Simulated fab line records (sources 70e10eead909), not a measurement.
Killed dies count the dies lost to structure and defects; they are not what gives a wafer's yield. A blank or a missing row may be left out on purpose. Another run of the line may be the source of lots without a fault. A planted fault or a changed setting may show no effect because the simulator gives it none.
One fault seen from 2 desks / flow nandHarc / what lay behind the numbers comes last; until then each desk has only its own

== FROM THE METROLOGY DESK ==
Lot by lot, what the gauges showed, no matter which tool ran the lot: averages of those sampled wafers that carry a number. Marked OUT: a lot whose mean sits more than 4 standard deviations from the usual mean, which makes it out of limits; the brackets give that distance.
Columns: A = cdNm at NHARC_A_CHANNEL_HOLE_D2_CD_MEAS_18, usual 99.9 nm
lot=L764; first seen here=day 13 05:25; A=101.5
lot=L765; first seen here=day 13 05:35; A=100.3
lot=L766; first seen here=day 13 18:10; A=99.6
lot=L767; first seen here=day 14 10:20; A=98.9
lot=L768; first seen here=day 14 23:07; A=100.2
lot=L770; first seen here=day 15 21:49; A=99.5
lot=L775; first seen here=day 18 03:37; A=101.4
lot=L779; first seen here=day 19 08:02; A=100.2
lot=L780; first seen here=day 20 07:43; A=101.3
lot=L781; first seen here=day 20 14:16; A=98.8
lot=L784; first seen here=day 22 04:49; A=100.5
lot=L786; first seen here=day 23 03:55; A=100.5
This desk found nothing out of limits on any of the 12 lots.

== AT THE TOOL OWNER'S DESK: aldHk-04 ==
The tool's own readings at NHARC_A_CHANNEL_FILL_D2_ALD_25 (deposits SiOx, target thk 60 nm, pulse time 10 s, ald cycles 600): means of the sampled wafers that have a number, for each lot that ran on this tool. Marked OUT: a lot whose mean sits more than 4 standard deviations from the usual mean, which makes it out of limits; the brackets give that distance.
Columns: A = heaterPowerW at NHARC_A_CHANNEL_FILL_D2_ALD_25, usual 484 W; B = precursorPulseHeightRel at NHARC_A_CHANNEL_FILL_D2_ALD_25, usual 1.001
lot=L767; first seen here=day 16 05:46; A=507; B=1.002
lot=L780; first seen here=day 22 02:32; A=500; B=1.003
lot=L781; first seen here=day 22 13:23; A=496; B=0.986
This desk found nothing out of limits on any of the 3 lots.

== ALL TOGETHER ==
Metrology desk: nothing out of limits seen.
The tool owner's desk saw nothing out of limits.

== WHAT THE SIMULATOR HAD PUT IN ==
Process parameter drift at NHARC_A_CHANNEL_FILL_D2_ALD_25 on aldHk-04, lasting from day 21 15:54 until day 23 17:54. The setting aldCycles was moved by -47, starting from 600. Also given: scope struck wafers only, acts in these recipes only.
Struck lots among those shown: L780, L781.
